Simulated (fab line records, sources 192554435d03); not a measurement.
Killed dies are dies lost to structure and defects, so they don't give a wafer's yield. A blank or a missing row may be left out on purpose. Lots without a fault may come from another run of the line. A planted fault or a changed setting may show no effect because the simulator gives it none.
fab line records | flow n5_finfet
record lots=7 wafers=39
route steps=1938 shown BEOL_M11@1539 BEOL_M13@1659
start_h: hours from the record's first day to the start of the lot's first wafer shown | wait_h: hours since the lot's step before | " the same as in the row above | L1.1+2: a row that stands for several wafers | - no value, or no start given | * or withheld: withheld | < > ~ a bound
route shown NAME@n: a module of which the file shows steps, and the number in the route of the first | usual: mean/standard deviation of fault-free wafers | same: alike in all rows | chamber/n: place in a boat | sites: the reading at each site | _std_site: their standard deviation | _edge_site: outer sites' mean less inner sites' | radius_mm: how far each site lies from the wafer's centre | mask NAME#n: copy n | behind: the tool/chamber that last shaped the wafer | hold: why the lot was held/for how many hours/how that ended | device: the transistor (n, p or np) that didn't switch | end of line: the same wafers' tests at the end of the route | a step without rows: its recipe alone | killed: dies lost to structure and defects at the first sort, not the wafer's yield | map: a wafer's dies, x killed, . not, _ none there
set.NAME: the setting as run; set.NAME@STEP: as run at that earlier step | model.NAME: the simulator's own value behind a step, which no gauge read
lots whose settings were changed on purpose; a table a step, a row a wafer
## steps
# step N5_BEOL_M11_PECVD_70
# recipe material=SiO2 target_thk_a=200 temp_c=400 precursor=TEOS/O2 pressure_torr=5.5 rf_w=450 teos_flow_sccm=53.8 gas=O2 flow_sccm=3000 time_s=22.7
# columns lot.wafer tool chamber start_h wait_h set.time_s model.SiO2_of_BEOL_M11_PECVD_70.thk_nm
L075.1 pecvd-03 1 226.73 0.0 16.34 14
L075.2 " 0 " " 22.7 19.6
L075.3 " 2 " " 22.7 19.8
L075.4 " 0 " " 16.34 14.4
L075.5 " 2 " " 16.34 14.6
L075.6 " 1 " " 22.7 20
L077.1+2 pecvd-03 2,1 227.61 0.0 22.7 20.2
L077.3 " 0 " " 22.7 19.6
L077.4 " 0 " " 29.3 25.6
L077.5+6 " 1,2 " " 29.3 26.2
L076.1+5 pecvd-01 2,0 236.42 0.0 22.7 20.2
L076.2 " 1 " " 29.53 25.8
L076.3 " 0 " " 22.7 20
L076.4 " 2 " " 29.53 26.2
L076.6 " 1 " " 29.53 26.4
L086.1+2 pecvd-02 0,2 294.76 0.0 19.23 16.8
L086.3 " 1 " " 22.7 19.8
L086.4 " 1 " " 22.7 20.2
L086.5 " 0 " " 19.23 17.2
L086.6 " 2 " " 22.7 20
L089.1 pecvd-02 2 307.01 0.0 22.7 19.6
L089.2 " 0 " " 22.7 19.8
L089.3 " 1 " " 10.42 9
L089.4+5 " 1,2 " " 10.42 9.2
L089.6 " 0 " " 22.7 20
L092.1 pecvd-01 1 327.50 0.0 28.77 25
L092.2 " 0 " " 22.7 20
L092.3 " 2 " " 28.77 25.2
L092.4 " 1 " " 28.77 25.6
L092.5+6 " 0,2 " " 22.7 20.2
L093.1 pecvd-01 1 337.69 0.0 22.7 19.8
L093.4+5 " 1,2 " " 22.7 20
# step N5_BEOL_M11_HM_DEP_02
# recipe material=TiN target_thk_a=200 temp_c=25 chamber_pressure_pa=0.49996
# step N5_BEOL_M11_COAT_59
# recipe resist=SOC temp_c=250 time_s=60 spin_rpm=1500 resist_thk_nm=100
# step N5_BEOL_M11_ECD_50
# recipe material=Cu target_thk_a=3180
# step N5_BEOL_M11_ANNEAL_51
# recipe temp_c=225 time_s=90 ambient=N2
# step N5_BEOL_M11_CMP_52
# recipe stop_on=SiCOH_lowk t_overpolish_s=7 down_force_psi=1 platen_rpm=50 clearing_platen_down_force_psi=1.5 clearing_platen_rpm=50 post_cmp_clean=cu_alkaline target_thk_nm=140 clearing_platen_pad_velocity_m_s=0.99484 pad_velocity_m_s=0.99484
# usual barrier_field_endpoint_s=28.6/0.75
# columns lot.wafer tool chamber start_h wait_h set.time_s@BEOL_M11_PECVD_70 barrier_field_endpoint_s
L075.1 cmp-01 2 234.76 0.3 16.34 21.7
L075.4 " 3 " " 16.34 22.7
L075.3 " 0 " " 22.7 28.9
L075.2 " 1 " " 22.7 28.8
L075.5 " 2 " " 16.34 22.1
L075.6 " 3 " " 22.7 29.5
L077.4 cmp-01 1 235.61 0.2 29.3 37.5
L077.1 " 2 " " 22.7 29.1
L077.3 " 3 " " 22.7 29.4
L077.2 " 0 " " 22.7 29.7
L077.6 " 1 " " 29.3 37.5
L077.5 " 2 " " 29.3 36.5
L076.3 cmp-02 0 245.98 0.2 22.7 29.1
L076.4 " 1 " " 29.53 37.1
L076.2 " 2 " " 29.53 36.2
L076.1 " 3 " " 22.7 29.2
L076.6 " 0 " " 29.53 36.4
L076.5 " 1 " " 22.7 29.0
L086.4 cmp-04 3 299.19 0.1 22.7 30.2
L086.1 " 0 " " 19.23 24.7
L086.2 " 1 " " 19.23 25.4
L086.3 " 2 " " 22.7 28.3
L086.5 " 3 " " 19.23 26.1
L086.6 " 0 " " 22.7 28.3
L089.4 cmp-01 1 313.89 0.1 10.42 15.4
L089.3 " 2 " " 10.42 14.9
L089.1 " 3 " " 22.7 28.3
L089.2 " 0 " " 22.7 27.5
L089.5 " 1 " " 10.42 15.3
L089.6 " 2 " " 22.7 27.4
L092.1 cmp-04 2 335.47 0.3 28.77 33.9
L092.2 " 3 " " 22.7 29.0
L092.4 " 0 " " 28.77 35.1
L092.3 " 1 " " 28.77 34.9
L092.5 " 2 " " 22.7 28.5
L092.6 " 3 " " 22.7 29.0
L093.4 cmp-01 0 344.28 0.1 22.7 28.5
L093.1 " 1 " " 22.7 27.7
L093.5 " 1 " " 22.7 28.0
# step N5_BEOL_M13_ILD_DEP_00
# recipe material=SiOC target_thk_a=8379.2 temp_c=350 precursor=DEMS/O2 pressure_torr=5 rf_w=500 time_s=166.4
# columns lot.wafer tool chamber start_h wait_h set.time_s model.SiOC_of_BEOL_M13_ILD_DEP_00.thk_nm
L075.1 pecvd-02 2 243.56 0.0 223.4 1127
L075.2 " 0 " " 166.4 843.2
L075.3 " 1 " " 223.4 1119
L075.4 " 0 " " 166.4 844.2
L075.5 " 1 " " 223.4 1137
L075.6 " 2 " " 166.4 849
L077.1 pecvd-04 2 243.83 0.0 166.4 835.2
L077.2 " 1 " " 75.5 384
L077.3 " 0 " " 166.4 828
L077.4 " 1 " " 75.5 389.8
L077.5 " 2 " " 75.5 390.2
L077.6 " 0 " " 166.4 844.4
L076.1 pecvd-03 2 252.13 0.0 166.4 835.8
L076.2 " 1 " " 166.4 832
L076.3 " 0 " " 166.4 831.4
L076.4 " 2 " " 210.4 1068
L076.5 " 1 " " 210.4 1063
L076.6 " 0 " " 210.4 1066
L086.1 pecvd-04 0 304.54 0.0 166.4 842.6
L086.2 " 1 " " 92.12 475.8
L086.3 " 2 " " 92.12 478
L086.4 " 0 " " 166.4 860.8
L086.5 " 2 " " 92.12 482.6
L086.6 " 1 " " 166.4 850.2
L089.1 pecvd-03 2 321.57 0.0 166.4 828.2
L089.2 " 1 " " 252.4 1256
L089.3 " 0 " " 166.4 831.8
L089.4 " 0 " " 252.4 1282
L089.5 " 1 " " 252.4 1279
L089.6 " 2 " " 166.4 838.4
L092.1 pecvd-04 0 341.03 0.0 166.4 838.8
L092.2 " 2 " " 99.13 508.2
L092.3 " 1 " " 166.4 833.2
L092.4 " 1 " " 99.13 501.4
L092.5 " 2 " " 166.4 851.6
L092.6 " 0 " " 99.13 506.8
L093.1 pecvd-03 0 350.72 0.0 166.4 822.6
L093.4 " 2 " " 166.4 835.2
L093.5 " 0 " " 166.4 827.2
# step N5_BEOL_M13_THK_MEAS_01
# recipe reads=SiOC_of_BEOL_M13_ILD_DEP_00
# usual M13_ILD_THK=837/11
# columns lot.wafer tool chamber start_h wait_h set.time_s@BEOL_M13_ILD_DEP_00 M13_ILD_THK[nm]
L075.1 film_metro-01 - 243.71 0.1 223.4 1127
L075.2 " - " " 166.4 843
L075.3 " - " " 223.4 1118
L075.4 " - " " 166.4 844
L075.5 " - " " 223.4 1136
L075.6 " - " " 166.4 849
L077.1 film_metro-01 - 243.98 0.1 166.4 835
L077.2 " - " " 75.5 384
L077.3 " - " " 166.4 828
L077.4 " - " " 75.5 390
L077.5 " - " " 75.5 390
L077.6 " - " " 166.4 845
L076.1 film_metro-01 - 252.29 0.1 166.4 835
L076.2 " - " " 166.4 831
L076.3 " - " " 166.4 831
L076.4 " - " " 210.4 1068
L076.5 " - " " 210.4 1063
L076.6 " - " " 210.4 1066
L086.1 film_metro-01 - 304.69 0.1 166.4 842
L086.2 " - " " 92.12 476
L086.3 " - " " 92.12 478
L086.4 " - " " 166.4 861
L086.5 " - " " 92.12 482
L086.6 " - " " 166.4 851
L089.1 film_metro-01 - 321.72 0.1 166.4 828
L089.2 " - " " 252.4 1255
L089.3 " - " " 166.4 831
L089.4 " - " " 252.4 1281
L089.5 " - " " 252.4 1279
L089.6 " - " " 166.4 839
L092.1 film_metro-02 - 341.18 0.1 166.4 839
L092.2 " - " " 99.13 508
L092.3 " - " " 166.4 833
L092.4 " - " " 99.13 501
L092.5 " - " " 166.4 852
L092.6 " - " " 99.13 507
L093.1 film_metro-01 - 350.89 0.1 166.4 822
L093.4 " - " " 166.4 835
L093.5 " - " " 166.4 827
# step N5_BEOL_M13_COAT_58
# recipe resist=BARC temp_c=205 time_s=60 spin_rpm=1500 resist_thk_nm=89
# step N5_BEOL_M13_COAT_04
# recipe spin_rpm=1625 resist_thk_nm=400
# step N5_BEOL_M13_DESCUM_15
# recipe chemistry=O2 time_s=7.9 source_power_w=50 bias_power_w=20 pressure_mtorr=20 rf_frequency_hz=2.712e+07 temp_c=40 o2_flow_sccm=225
# step N5_BEOL_M13_ETCH_59
# recipe chemistry=N2/H2 target=BARC target_depth_a=890 overetch_a=267 time_s=67.9 ion_energy_ev=200 pressure_mtorr=30 source_w=840 bias_w=150 n2_flow_sccm=200 h2_flow_sccm=200
# step N5_BEOL_M13_VIA_ETCH_16
# recipe chemistry=C4F8/O2/Ar target=SiOC pressure_mtorr=30 source_w=3000 bias_w=700 Ar_flow_sccm=400 C4F8_flow_sccm=15 O2_flow_sccm=8 he_inner_torr=15 he_outer_torr=30 target_depth_a=9217 time_s=withheld ion_energy_ev=250 ends=cleared
# columns lot.wafer tool chamber start_h wait_h set.time_s@BEOL_M13_ILD_DEP_00 model.BARC_of_BEOL_M13_COAT_58.thk_nm model.etch.depth_nm model.coat_of_BEOL_M13_COAT_04.thk_nm
L075.1 rie_diel-03 0 244.41 0.0 * 75.4 1127 0
L075.2 " 1 " " * 89.6 843.3 69.2
L075.3 " 2 " " * 77.2 1119 0
L075.4 " 2 " " * 89.4 844.2 68.4
L075.5 " 0 " " * 74.4 1137 0
L075.6 " 1 " " * 89.8 848.9 68.6
L077.1 rie_diel-06 2 244.69 0.0 * 89.4 835.2 74.4
L077.2 " 0 " " * 89.6 383.9 205.6
L077.3 " 3 " " * 89.6 828.1 76.4
L077.4 " 3 " " * 89.6 389.8 203.6
L077.5 " 2 " " * 89.4 390.1 205.8
L077.6 " 0 " " * 89.6 844.4 69.8
L076.1 rie_diel-01 0 252.77 0.0 * 89.4 835.7 72.4
L076.2 " 3 " " * 89.2 832 72
L076.3 " 1 " " * 89.4 831.4 71.4
L076.4 " 1 " " * 89.4 1068 2.4
L076.5 " 3 " " * 89.2 1063 5.4
L076.6 " 0 " " * 89.4 1066 3
L086.1 rie_diel-06 2 305.17 0.0 * 89.2 842.6 70.6
L086.2 " 1 " " * 89.4 475.8 177
L086.3 " 0 " " * 89 477.9 175.6
L086.4 " 3 " " * 89.2 860.9 62.2
L086.5 " 3 " " * 89 482.7 173
L086.6 " 0 " " * 89.6 850.2 65.8
L089.1 rie_diel-01 0 322.32 0.0 * 89.2 828.3 72.2
L089.2 " 3 " " * 33.8 1256 0
L089.3 " 2 " " * 89.2 831.9 69.8
L089.4 " 1 " " * 24 1282 0
L089.5 " 1 " " * 25 1279 0
L089.6 " 2 " " * 89.2 838.4 67.4
L092.1 rie_diel-03 2 341.73 0.0 * 88.8 838.8 69.2
L092.2 " 1 " " * 88.6 508.3 168
L092.3 " 3 " " * 89 833.1 71
L092.4 " 0 " " * 88.8 501.3 169.6
L092.5 " 0 " " * 88.6 851.6 66.4
L092.6 " 1 " " * 88.8 506.8 168.6
L093.1 rie_diel-01 0 351.36 0.0 * 89 822.6 75.6
L093.4 " 1 " " * 89.2 835.3 70.4
L093.5 " 3 " " * 89 827.2 73.8
# step N5_BEOL_M13_STRIP_63
# recipe chemistry=N2/H2 power_w=1000 temp_c=250 h2_frac=0.65 overash_fraction=0.3 pressure_mtorr=1000 n2_flow_sccm=1750 h2_flow_sccm=3250
# usual oes_product_au=0.674/0.005 strip_time_to_endpoint_s=27.9/1.1
# columns lot.wafer tool chamber start_h wait_h set.time_s@BEOL_M13_ILD_DEP_00 oes_product_au strip_time_to_endpoint_s
L075.1 plasma_asher-01 1 244.65 - 223.4 0.231 0.0
L075.2 " 0 " " 166.4 0.672 27.4
L075.3 " 1 " " 223.4 0.229 0.0
L075.4 " 0 " " 166.4 0.676 27.2
L075.5 " 0 " " 223.4 0.231 0.0
L075.6 " 1 " " 166.4 0.670 27.3
L077.1 plasma_asher-01 0 244.92 - 166.4 0.678 29.0
L077.2 " 1 " " 75.5 0.783 64.0
L077.3 " 1 " " 166.4 0.678 29.5
L077.4 " 0 " " 75.5 0.774 63.6
L077.5 " 1 " " 75.5 0.792 64.1
L077.6 " 0 " " 166.4 0.678 27.6
L076.1 plasma_asher-02 0 253.01 - 166.4 0.682 28.4
L076.2 " 1 " " 166.4 0.682 28.2
L076.3 " 0 " " 166.4 0.675 28.1
L076.4 " 1 " " 210.4 0.336 4.3
L076.5 " 1 " " 210.4 0.334 5.6
L076.6 " 0 " " 210.4 0.303 4.6
L086.1 plasma_asher-02 1 305.40 - 166.4 0.670 27.8
L086.2 " 0 " " 92.12 0.720 56.7
L086.3 " 1 " " 92.12 0.712 56.4
L086.4 " 0 " " 166.4 0.677 25.3
L086.5 " 0 " " 92.12 0.706 55.7
L086.6 " 1 " " 166.4 0.673 26.4
L089.1 plasma_asher-01 0 322.56 - 166.4 0.674 28.3
L089.2 " 1 " " 252.4 0.238 0.0
L089.3 " 1 " " 166.4 0.667 27.6
L089.4 " 0 " " 252.4 0.231 0.0
L089.5 " 1 " " 252.4 0.229 0.0
L089.6 " 0 " " 166.4 0.669 26.9
L092.1 plasma_asher-02 0 341.96 - 166.4 0.673 27.4
L092.2 " 1 " " 99.13 0.702 54.4
L092.3 " 1 " " 166.4 0.671 28.0
L092.4 " 0 " " 99.13 0.712 54.8
L092.5 " 1 " " 166.4 0.672 26.6
L092.6 " 0 " " 99.13 0.710 54.5
L093.1 plasma_asher-02 1 351.60 - 166.4 0.679 29.3
L093.4 " 0 " " 166.4 0.677 27.8
L093.5 " 1 " " 166.4 0.674 28.8
# step N5_BEOL_M13_STRIP_64
# recipe chemistry=N2/H2 power_w=1000 temp_c=250 h2_frac=0.65 overash_fraction=0.3 pressure_mtorr=withheld n2_flow_sccm=1750 h2_flow_sccm=3250
# usual strip_time_to_endpoint_s=31.33/0.095
# columns lot.wafer tool chamber start_h wait_h set.time_s@BEOL_M13_ILD_DEP_00 strip_time_to_endpoint_s
L075.1 plasma_asher-01 1 244.71 0.0 223.4 29.27
L075.2 " 0 " " 166.4 31.47
L075.3 " 1 " " 223.4 29.79
L075.4 " 0 " " 166.4 31.42
L075.5 " 0 " " 223.4 28.92
L075.6 " 1 " " 166.4 31.51
L077.1 plasma_asher-01 0 244.98 0.0 166.4 31.40
L077.2 " 1 " " 75.5 31.49
L077.3 " 1 " " 166.4 31.49
L077.4 " 0 " " 75.5 31.47
L077.5 " 1 " " 75.5 31.42
L077.6 " 0 " " 166.4 31.46
L076.1 plasma_asher-02 0 253.07 0.0 166.4 31.44
L076.2 " 1 " " 166.4 31.37
L076.3 " 0 " " 166.4 31.39
L076.4 " 1 " " 210.4 31.44
L076.5 " 1 " " 210.4 31.38
L076.6 " 0 " " 210.4 31.41
L086.1 plasma_asher-02 1 305.46 0.0 166.4 31.38
L086.2 " 0 " " 92.12 31.46
L086.3 " 1 " " 92.12 31.30
L086.4 " 0 " " 166.4 31.35
L086.5 " 0 " " 92.12 31.33
L086.6 " 1 " " 166.4 31.48
L089.1 plasma_asher-01 0 322.62 0.0 166.4 31.35
L089.2 " 1 " " 252.4 16.32
L089.3 " 1 " " 166.4 31.38
L089.4 " 0 " " 252.4 12.90
L089.5 " 1 " " 252.4 13.31
L089.6 " 0 " " 166.4 31.35
L092.1 plasma_asher-02 0 342.02 0.0 166.4 31.25
L092.2 " 1 " " 99.13 31.23
L092.3 " 1 " " 166.4 31.32
L092.4 " 0 " " 99.13 31.25
L092.5 " 1 " " 166.4 31.21
L092.6 " 0 " " 99.13 31.26
L093.1 plasma_asher-02 1 351.66 0.0 166.4 31.33
L093.4 " 0 " " 166.4 31.35
L093.5 " 1 " " 166.4 31.27
## key
split step=N5_BEOL_M11_PECVD_70 setting=time_s stated=22.7 by=wafer
response step=N5_BEOL_M11_PECVD_70 reading=model.SiO2_of_BEOL_M11_PECVD_70.thk_nm change=+0.198 per=1% r=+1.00
response step=N5_BEOL_M11_CMP_52 reading=barrier_field_endpoint_s change=+0.239 per=1% r=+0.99
split step=N5_BEOL_M13_ILD_DEP_00 setting=time_s stated=166.4 by=wafer
response step=N5_BEOL_M13_ILD_DEP_00 reading=model.SiOC_of_BEOL_M13_ILD_DEP_00.thk_nm change=+8.35 per=1% r=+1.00
response step=N5_BEOL_M13_THK_MEAS_01 reading=M13_ILD_THK change=+8.36 per=1% r=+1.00
response step=N5_BEOL_M13_VIA_ETCH_16 reading=model.BARC_of_BEOL_M13_COAT_58.thk_nm shape=bent at_lowest=89.53 at_stated=89.27 at_highest=27.6
response step=N5_BEOL_M13_VIA_ETCH_16 reading=model.etch.depth_nm change=+8.35 per=1% r=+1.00
response step=N5_BEOL_M13_VIA_ETCH_16 reading=model.coat_of_BEOL_M13_COAT_04.thk_nm change=-2.14 per=1% r=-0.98
response step=N5_BEOL_M13_STRIP_63 reading=oes_product_au shape=bent at_lowest=0.783 at_stated=0.674 at_highest=0.233
response step=N5_BEOL_M13_STRIP_63 reading=strip_time_to_endpoint_s shape=bent at_lowest=* at_stated=* at_highest=*
response step=N5_BEOL_M13_STRIP_64 reading=strip_time_to_endpoint_s shape=bent at_lowest=* at_stated=* at_highest=*
